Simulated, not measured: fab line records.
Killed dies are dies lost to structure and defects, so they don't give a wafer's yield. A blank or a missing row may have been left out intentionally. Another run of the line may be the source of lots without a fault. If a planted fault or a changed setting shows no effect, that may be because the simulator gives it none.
One fault seen from 2 desks / flow nandHarc / every desk sees just its own numbers, and what lay behind them comes last

## METROLOGY DESK
Lot by lot, what the gauges showed, no matter which tool ran the lot: averages of those sampled wafers that carry a number. If a lot's mean is further than 4 standard deviations from the usual mean, the lot is out of limits and carries the mark OUT (the distance appears in the brackets).
Columns: A = cdNm at NHARC_P_BONDPAD_CD_MEAS_09, usual 499.9 nm; B = overlayXNm at NHARC_P_BONDPAD_OVL_MEAS_38, usual 0 nm; C = overlayYNm at NHARC_P_BONDPAD_OVL_MEAS_38, usual -1 nm; D = cdNm at NHARC_P_BONDPAD_CD_MEAS_13, usual 499.7 nm
lot=L955; first seen here=day 7 09:26; A=501.5; B=1; C=-10; D=501.6
lot=L965; first seen here=day 11 12:49; A=499.3; B=2; C=-6; D=499.2
lot=L967; first seen here=day 12 20:26; A=500.5; B=6; C=15; D=500.7
lot=L975; first seen here=day 16 00:53; A=499.9; B=8; C=3; D=499.8
lot=L976; first seen here=day 16 06:25; A=498.6; B=-3; C=5; D=498.8
Result from this desk: across the 5 lots, nothing is out of limits.

## THE TOOL OWNER'S DESK: pvdSputter-01
The tool's own readings at NHARC_P_BONDPAD_PVD_17 (deposits TaN, target thk 5 nm, time 8.06 s): means of the sampled wafers that have a number, for each lot that ran on this tool. If a lot's mean is further than 4 standard deviations from the usual mean, the lot is out of limits and carries the mark OUT (the distance appears in the brackets).
Columns: A = throttleValvePct at NHARC_P_BONDPAD_PVD_17, usual 30.3 %
lot=L965; first seen here=day 11 14:10; A=30.5
lot=L967; first seen here=day 12 21:43; A=31.0
lot=L975; first seen here=day 16 02:10; A=29.8
lot=L976; first seen here=day 16 07:41; A=30.6
Result from this desk: across the 4 lots, nothing is out of limits.

## BROUGHT TOGETHER
Metrology desk: nothing out of limits seen.
Nothing out of limits was seen by the tool owner's desk.

## WHAT THE SIMULATOR HAD PUT IN
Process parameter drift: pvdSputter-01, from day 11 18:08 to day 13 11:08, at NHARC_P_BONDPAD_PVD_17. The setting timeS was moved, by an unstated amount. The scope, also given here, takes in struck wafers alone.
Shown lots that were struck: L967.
